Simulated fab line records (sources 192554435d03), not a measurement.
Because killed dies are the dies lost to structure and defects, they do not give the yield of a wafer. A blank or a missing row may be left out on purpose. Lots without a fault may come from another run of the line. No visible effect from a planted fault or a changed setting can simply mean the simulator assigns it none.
fab line records | flow n5-finfet
record lots=9 wafers=27 last-day=20
route steps=1938 shown ZERO_LAYER@14 WELL_APT@29 PMOS_HMC_CHANNEL_EPI@74 BEOL_M4@1111
lots that met no fault: taken from a fault-free run of the same line
start-h: the number of hours between the record's first day and the start of the first shown wafer of the lot | wait-h: hours from the lot's prior step to this one | " same as the row above | L1.1+2: a single row standing in for several wafers | - value missing, or start not given | * or withheld: withheld | < > ~ a bound
route shown NAME@n: a module of which the file shows steps, and the number in the route of the first | usual: average and standard deviation across the fault-free wafers | same: alike in all rows | chamber/n: place in a boat | sites: readings site by site | _std_site: standard deviation of those values | _edge_site: mean of outer sites minus mean of inner sites | radius-mm: for every site, how far away it sits from the centre of the wafer | mask NAME#n: copy n | behind: tool/chamber where the wafer was last shaped | hold: the reason the lot was held/the length of the hold in hours/how it ended | device: the n, p or np transistor that did not switch | end of line: tests run on the same wafers once the route is complete | step lacking rows: just its recipe | killed: dies lost to structure and defects at the first sort, not the wafer's yield | map: a wafer's dies, x killed, . not, _ none there
set.NAME: the setting the step ran with; set.NAME@STEP: the setting that earlier step ran with | model.NAME: the simulator's own value behind a step, which no gauge read
the route's steps for a sample of lots (tables are steps, rows are wafers)
services: when a tool's chamber went out of use (start-h, in hours from the record's first day, below 0 if earlier), for how many hours, and the reason
## steps
# step N5_ZERO_LAYER_DESCUM_16
# recipe chemistry=O2 time-s=7.9 source-power-w=50 bias-power-w=20 pressure-mtorr=20 rf-frequency-hz=2.712e+07 temp-c=40 o2-flow-sccm=225
# usual drypump-motor-current-A=5.8/0.4 oes-product-au=0.77/0.081 rf-fwd-power-W=49.47/0.19 rf-vpp-V=243.3/1.4 showerhead-plenum-p-Torr=2.10/0.06 throttle-valve-pct=20.50/0.19
# columns lot.wafer tool chamber start-h wait-h drypump-motor-current-A oes-product-au rf-fwd-power-W rf-hours-counter-h rf-vpp-V showerhead-plenum-p-Torr throttle-valve-pct
L836.2 rie-diel-05 1 12.81 0.0 5.4 0.68 49.33 246 244.3 2.15 20.46
L836.5 " 2 " " 6.2 0.70 49.70 - 242.3 2.07 20.64
L836.6 " 1 " " 5.4 0.68 49.12 - 243.4 2.15 20.47
L839.1 rie-diel-05 3 30.68 0.0 6.4 0.79 49.26 115 244.3 2.10 20.63
L839.2 " 2 " " 6.2 0.69 49.49 225 242.0 2.06 20.68
L839.5 " 0 " " 5.8 0.73 49.37 - 244.9 2.09 20.27
L844.1 rie-diel-02 2 60.92 0.3 6.1 0.92 49.42 27 240.3 2.05 20.41
L844.3 " 1 " " 5.6 0.78 49.84 127 241.1 2.02 20.64
L844.4 " 0 " " 4.8 0.70 49.79 218 245.1 2.16 20.75
L846.1 rie-diel-05 2 72.79 0.1 6.2 0.68 49.64 239 243.2 2.06 20.69
L846.2 " 3 " " 6.4 0.78 49.32 129 243.4 2.09 20.66
L846.4 " 1 " " 5.4 0.97 49.06 10 244.2 2.15 20.15
L847.2 rie-diel-03 2 78.83 0.0 5.7 0.72 49.56 174 242.0 2.00 20.49
L847.3 " 0 " " 5.9 0.85 49.56 64 245.2 2.20 20.34
L847.6 " 0 " " 5.9 0.86 49.36 - 244.7 2.20 20.35
L849.2 rie-diel-02 3 90.83 0.0 5.9 0.75 49.55 152 240.4 2.01 20.34
L849.3 " 2 " " 6.0 0.90 49.30 36 242.4 2.05 20.43
L849.5 " 2 " " 6.1 0.91 49.53 - 242.5 2.05 20.41
L852.1 rie-diel-03 3 108.89 0.1 5.5 0.72 50.01 154 243.8 2.18 20.56
L852.4 " 2 " " 5.7 0.71 49.65 182 240.6 2.00 20.52
L852.5 " 3 " " 5.5 0.73 49.91 - 244.1 2.18 20.54
L855.1 rie-diel-03 1 126.81 0.0 5.7 0.74 49.31 165 243.8 2.08 20.71
L855.3 " 0 " " 6.0 0.84 49.52 77 244.3 2.20 20.34
L855.5 " 0 " " 5.9 0.84 49.90 - 246.2 2.19 20.36
L856.1 rie-diel-03 3 132.90 0.1 5.5 0.73 49.72 162 245.2 2.18 20.56
L856.4 " 0 " " 5.9 0.83 49.54 78 245.8 2.19 20.37
L856.5 " 0 " " 5.9 0.83 49.34 - 245.8 2.19 20.37
# step N5_WELL_APT_OVL_MEAS_09
# recipe points-per-wafer=44
# usual NWELL_OVL=-1/5.8
# columns lot.wafer tool chamber start-h wait-h NWELL_OVL[nm]
L836.2 overlay-01 0 13.71 0.0 -9
L836.5 " 0 " " -9
L836.6 " 0 " " 0
L839.1 overlay-01 0 31.59 0.0 3
L839.2 " 0 " " 3
L839.5 " 0 " " 3
L844.1 overlay-02 0 61.85 0.0 -20
L844.3 " 0 " " -10
L844.4 " 0 " " -10
L846.1 overlay-01 0 73.84 0.0 8
L846.2 " 0 " " -1
L846.4 " 0 " " 3
L847.2 overlay-01 0 79.74 0.0 12
L847.3 " 0 " " 1
L847.6 " 0 " " -2
L849.2 overlay-01 0 91.87 0.0 -3
L849.3 " 0 " " 4
L849.5 " 0 " " 2
L852.1 overlay-01 0 109.92 0.0 -5
L852.4 " 0 " " 4
L852.5 " 0 " " -4
L855.1 overlay-02 0 127.84 0.0 -5
L855.3 " 0 " " -2
L855.5 " 0 " " -6
L856.1 overlay-02 0 133.80 0.0 -9
L856.4 " 0 " " -7
L856.5 " 0 " " -7
# step N5_WELL_APT_EXPOSE_22
# recipe mask-id=PWELL na=0.8 source-shape=conventional sigma-outer=0.8 polarization=unpolarized defocus-nm=0 target-cd-nm=200 dose-mj=23.2
# usual reticle-temp-C=23.00/0.099
# columns lot.wafer tool chamber start-h wait-h mask reticle-temp-C
L836.2 krf-scanner-02 0 14.76 - PWELL#0 23.16
L836.5 " 0 " " PWELL#0 23.13
L836.6 " 0 " " PWELL#0 23.04
L839.1 krf-scanner-02 0 32.63 - PWELL#0 22.96
L839.2 " 0 " " PWELL#0 23.01
L839.5 " 0 " " PWELL#0 23.05
L844.1 krf-scanner-01 0 62.79 - PWELL#0 23.02
L844.3 " 0 " " PWELL#0 22.98
L844.4 " 0 " " PWELL#0 22.87
L846.1 krf-scanner-02 0 74.76 - PWELL#0 23.10
L846.2 " 0 " " PWELL#0 22.96
L846.4 " 0 " " PWELL#0 22.91
L847.2 krf-scanner-02 0 80.66 - PWELL#0 23.12
L847.3 " 0 " " PWELL#0 23.19
L847.6 " 0 " " PWELL#0 23.00
L849.2 krf-scanner-01 0 92.92 - PWELL#0 22.97
L849.3 " 0 " " PWELL#0 23.16
L849.5 " 0 " " PWELL#0 23.16
L852.1 krf-scanner-01 0 111.05 - PWELL#0 23.01
L852.4 " 0 " " PWELL#0 22.95
L852.5 " 0 " " PWELL#0 23.05
L855.1 krf-scanner-01 0 128.90 - PWELL#0 22.97
L855.3 " 0 " " PWELL#0 22.90
L855.5 " 0 " " PWELL#0 22.98
L856.1 krf-scanner-01 0 134.74 - PWELL#0 22.84
L856.4 " 0 " " PWELL#0 22.87
L856.5 " 0 " " PWELL#0 23.02
# step N5_WELL_APT_OVL_MEAS_26
# recipe points-per-wafer=44
# usual PWELL_OVL=0/6.2
# columns lot.wafer tool chamber start-h wait-h PWELL_OVL[nm]
L836.2 overlay-01 0 14.96 0.0 -10
L836.5 " 0 " " -10
L836.6 " 0 " " -10
L839.1 overlay-01 0 32.83 0.0 -5
L839.2 " 0 " " 6
L839.5 " 0 " " -8
L844.1 overlay-01 0 62.99 0.0 1
L844.3 " 0 " " -2
L844.4 " 0 " " 9
L846.1 overlay-02 0 74.96 0.0 40
L846.2 " 0 " " 42
L846.4 " 0 " " 34
L847.2 overlay-02 0 80.86 0.0 32
L847.3 " 0 " " 38
L847.6 " 0 " " 44
L849.2 overlay-02 0 93.11 0.0 -6
L849.3 " 0 " " 1
L849.5 " 0 " " 3
L852.1 overlay-01 0 111.25 0.0 0
L852.4 " 0 " " -6
L852.5 " 0 " " -4
L855.1 overlay-02 0 129.10 0.0 -11
L855.3 " 0 " " -15
L855.5 " 0 " " -10
L856.1 overlay-01 0 134.94 0.0 9
L856.4 " 0 " " 2
L856.5 " 0 " " 5
# step N5_PMOS_HMC_CHANNEL_EPI_FIN_RECESS_16
# recipe chemistry=HBr/Cl2 target=Si mask-material=SiO2 target-depth-a=540 time-s=18 pressure-mtorr=10 icp-w=800 bias-w=75 HBr_flow_sccm=150 Cl2_flow_sccm=80
# usual drypump-motor-current-A=5.6/0.56 oes-product-au=1.007/0.018 rf-fwd-power-W=794.8/2.8 throttle-valve-pct=35.5/0.31
# columns lot.wafer tool chamber start-h wait-h drypump-motor-current-A oes-product-au rf-fwd-power-W rf-hours-counter-h throttle-valve-pct
L836.2 rie-si-05 3 19.27 0.0 6.1 0.985 795.9 65 35.7
L836.5 " 0 " " 5.7 1.028 794.2 - 35.6
L836.6 " 3 " " 6.2 0.993 796.2 - 35.7
L839.1 rie-si-03 0 35.55 0.0 5.1 1.021 794.4 105 35.5
L839.2 " 1 " " 6.3 1.019 791.2 158 35.6
L839.5 " 1 " " 6.3 1.019 795.8 - 35.6
L844.1 rie-si-05 1 65.57 0.0 5.0 0.995 793.0 7 36.0
L844.3 " 0 " " 5.7 1.027 794.1 191 35.6
L844.4 " 2 " " 5.2 0.974 796.6 110 35.1
L846.1 rie-si-06 0 77.79 0.0 5.0 1.007 790.5 19 35.5
L846.2 " 3 " " 5.6 1.003 791.1 13 35.7
L846.4 " 2 " " 5.7 0.983 794.8 3 35.1
L847.2 rie-si-05 3 83.80 0.0 6.1 0.985 789.8 67 35.7
L847.3 " 2 " " 5.2 0.973 791.7 111 35.1
L847.6 " 1 " " 5.0 0.995 794.1 - 36.0
L849.2 rie-si-03 3 95.85 0.0 4.7 1.042 793.8 197 36.2
L849.3 " 1 " " 6.3 1.001 792.5 160 35.6
L849.5 " 3 " " 4.7 1.024 794.5 - 36.2
L852.1 rie-si-03 2 113.95 0.0 6.7 1.002 798.6 187 35.1
L852.4 " 0 " " 5.1 1.010 795.5 - 35.5
L852.5 " 2 " " 6.7 1.016 797.4 - 35.1
L855.1 rie-si-06 0 132.01 0.0 5.0 1.008 794.8 20 35.5
L855.3 " 2 " " 5.7 0.984 797.8 4 35.1
L855.5 " 0 " " 5.0 1.011 796.7 - 35.5
L856.1 rie-si-03 3 137.63 0.0 4.7 1.005 795.6 0 36.1
L856.4 " 1 " " 6.3 1.003 799.6 160 35.6
L856.5 " 2 " " 6.7 1.017 798.5 - 35.1
# step N5_BEOL_M4_RC_MEAS_101
# usual DIBL_N=36.5/1.2 DIBL_P=36.5/1.6 IOFF_N=0.162/0.023 IOFF_P=0.221/0.03 ION_N=678/8 ION_P=466/6.3 SS_N=71.6/0.46 SS_P=73.3/0.57 VT_N=249.2/2.6 VT_P=-249/3.3
# columns lot.wafer tool chamber start-h wait-h DIBL_N[mV/V] DIBL_P[mV/V] IOFF_N[nA/um] IOFF_P[nA/um] ION_N[uA/um] ION_P[uA/um] SS_N[mV/dec] SS_P[mV/dec] VT_N[mV] VT_P[mV]
L836.2 prober-02 0 183.81 0.3 38.6 36.2 0.178 0.225 683 463 71.8 73.7 247.0 -252
L836.5 " 0 " " 36.6 34.8 0.144 0.207 665 460 71.2 73.2 249.8 -250
L836.6 " 0 " " 37.1 34.5 0.149 0.197 679 463 72.2 72.9 249.5 -252
L839.1 prober-02 0 235.17 0.0 34.9 33.9 0.131 0.212 674 468 71.7 72.4 250.3 -247
L839.2 " 0 " " 35.4 32.9 0.129 0.198 664 456 71.5 72.3 253.1 -251
L839.5 " 0 " " 36.6 34.1 0.145 0.216 668 469 72.1 72.4 250.4 -247
L844.1 prober-02 0 257.33 0.0 35.8 36.0 0.152 0.205 680 465 71.8 73.0 252.3 -252
L844.3 " 0 " " 35.8 36.5 0.151 0.210 669 458 71.4 73.1 249.7 -250
L844.4 " 0 " " 35.5 35.2 0.148 0.194 682 464 71.0 73.2 250.3 -252
L846.1 prober-01 0 266.00 0.0 34.8 35.7 0.142 0.203 668 463 71.2 72.7 250.4 -250
L846.2 " 0 " " 38.3 39.0 0.199 0.261 684 465 72.4 74.4 245.0 -247
L846.4 " 0 " " 37.4 37.6 0.173 0.230 665 458 72.0 73.6 249.0 -251
L847.2 prober-02 0 287.76 0.2 35.7 35.1 0.158 0.179 681 454 71.3 73.0 252.5 -254
L847.3 " 0 " " 36.7 35.9 0.175 0.192 680 455 71.9 73.6 246.2 -254
L847.6 " 0 " " 36.8 36.9 0.188 0.210 689 463 72.1 73.7 249.9 -250
L849.2 prober-01 0 290.62 0.2 36.6 36.6 0.161 0.226 682 467 71.9 73.1 251.7 -247
L849.3 " 0 " " 36.0 36.7 0.152 0.232 670 466 71.6 73.4 251.2 -251
L849.5 " 0 " " 37.1 37.6 0.177 0.246 686 471 71.3 72.5 247.3 -246
L852.1 prober-02 0 320.28 0.0 35.0 36.7 0.145 0.218 684 475 71.1 73.9 249.7 -248
L852.4 " 0 " " 35.2 35.8 0.135 0.209 681 474 71.5 73.2 251.7 -251
L852.5 " 0 " " 36.1 37.5 0.160 0.250 686 481 71.6 73.1 249.6 -246
L855.1 prober-02 0 324.15 0.0 38.8 39.4 0.225 0.302 700 475 72.1 74.0 243.9 -244
L855.3 " 0 " " 36.4 36.0 0.173 0.244 682 471 71.6 72.6 246.0 -245
L855.5 " 0 " " 38.4 38.4 0.204 0.288 687 479 71.8 74.0 246.0 -244
L856.1 prober-01 0 364.54 0.0 38.0 36.7 0.167 0.214 674 462 72.0 74.3 246.7 -249
L856.4 " 0 " " 37.1 35.6 0.155 0.203 677 465 71.5 72.9 248.8 -250
L856.5 " 0 " " 36.0 34.9 0.138 0.189 672 464 71.7 73.1 250.6 -249
## services
# columns tool chamber start-h hours kind
krf-scanner-02 - -3.88 4.4 pm
krf-scanner-01 - 0.50 0.8 pm
rie-diel-05 - 1.12 0.1 repair
rie-diel-03 1 2.61 9.5 repair
rie-diel-03 2 4.71 7.2 repair
rie-diel-02 0 12.34 13.6 repair
krf-scanner-02 - 12.88 0.8 pm
rie-diel-03 - 13.33 14.6 pm
krf-scanner-02 - 18.92 0.5 repair
krf-scanner-02 - 26.29 1.3 pm
krf-scanner-02 - 30.15 1.0 pm
krf-scanner-01 - 35.73 1.3 pm
krf-scanner-01 - 38.70 4.0 pm
rie-si-03 - 41.01 2.8 pm
krf-scanner-01 - 42.72 11.6 pm
rie-diel-02 0 44.84 6.4 repair
rie-si-06 0 49.28 14.0 repair
rie-si-03 2 93.10 14.9 repair
krf-scanner-02 0 93.83 - calibration
rie-diel-05 3 93.94 21.0 repair
rie-diel-02 1 107.68 15.5 repair
rie-diel-02 2 107.69 2.9 repair
rie-si-03 - 109.49 0.4 repair
krf-scanner-01 0 123.61 - calibration
## key
first-sign step=N5_WELL_APT_OVL_MEAS_26 reading=PWELL_OVL direction=up sigmas=6.2 usual=0 struck=38
effect none on later readings
met-at N5_WELL_APT_EXPOSE_22
struck-lots L846,L847
not-acting-at N5_ZERO_LAYER_DESCUM_16,N5_WELL_APT_OVL_MEAS_09,N5_PMOS_HMC_CHANNEL_EPI_FIN_RECESS_16
onset-between 32.63 74.76
fault kind=scanner-matching-overlay tool=krf-scanner-02 chamber=- onset-h=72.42 steps=N5_WELL_APT_EXPOSE_22 offset=35.743
